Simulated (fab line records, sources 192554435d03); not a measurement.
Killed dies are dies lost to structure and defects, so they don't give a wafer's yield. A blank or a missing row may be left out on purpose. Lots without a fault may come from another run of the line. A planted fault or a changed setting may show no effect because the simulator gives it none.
Chamber matching | flow n5_finfet | N5_BEOL_M7_CURE_74 on uv_cure-02: 3 sister chambers
The step cures SiCOH lowk, time 240 s. 6 wafers are shown with their chamber, then 9 later ones without.

WAFERS WITH THEIR CHAMBER
wafer  | chamber | wafer_temp_C_max | lamp_power_pct (%)
L075.4 | 2       | 387.3            | 52.27
L075.5 | 2       | 387.3            | 52.31
L085.4 | 1       | 385.8            | 52.35
L085.6 | 1       | 385.9            | 52.34
L089.3 | 0       | 386.8            | 52.38
L089.4 | 0       | 386.8            | 52.25

WAFERS WITHOUT THEIR CHAMBER
wafer  | wafer_temp_C_max | lamp_power_pct (%)
L092.2 | 387.5            | 52.38
L092.3 | 387.2            | 52.31
L092.6 | 386.9            | 52.37
L091.1 | 386.7            | 52.26
L091.2 | 386.7            | 52.23
L091.3 | 387.1            | 52.38
L094.1 | 387.3            | 52.33
L094.2 | 387.7            | 52.41
L094.6 | 387.1            | 52.32

WHICH CHAMBER EACH WENT THROUGH
wafer  | from the rows above | in truth
L092.2 | 2                   | 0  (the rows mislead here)
L092.3 | 2                   | 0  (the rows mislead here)
L092.6 | 0                   | 0
L091.1 | 0                   | 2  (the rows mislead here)
L091.2 | 0                   | 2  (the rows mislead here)
L091.3 | 2                   | 2
L094.1 | 2                   | 2
L094.2 | 2                   | 2
L094.6 | 2                   | 2
Placed correctly: 5 of 9. Can't be placed from these rows: 0. Placed wrongly: 4.
How it was worked out, from the rows above alone: a wafer's distance from a chamber is the root of the sum, over the readings, of the square of ((its reading less the chamber's mean) divided by the reading's scatter). The wafer belongs to the nearest chamber; if the next one is less than 2 further off, it can't be placed. A chamber's mean is the mean of its shown wafers. The scatter: the root of (the sum of the squares of (reading less its chamber's mean) over the shown wafers, divided by (wafers less chambers)).
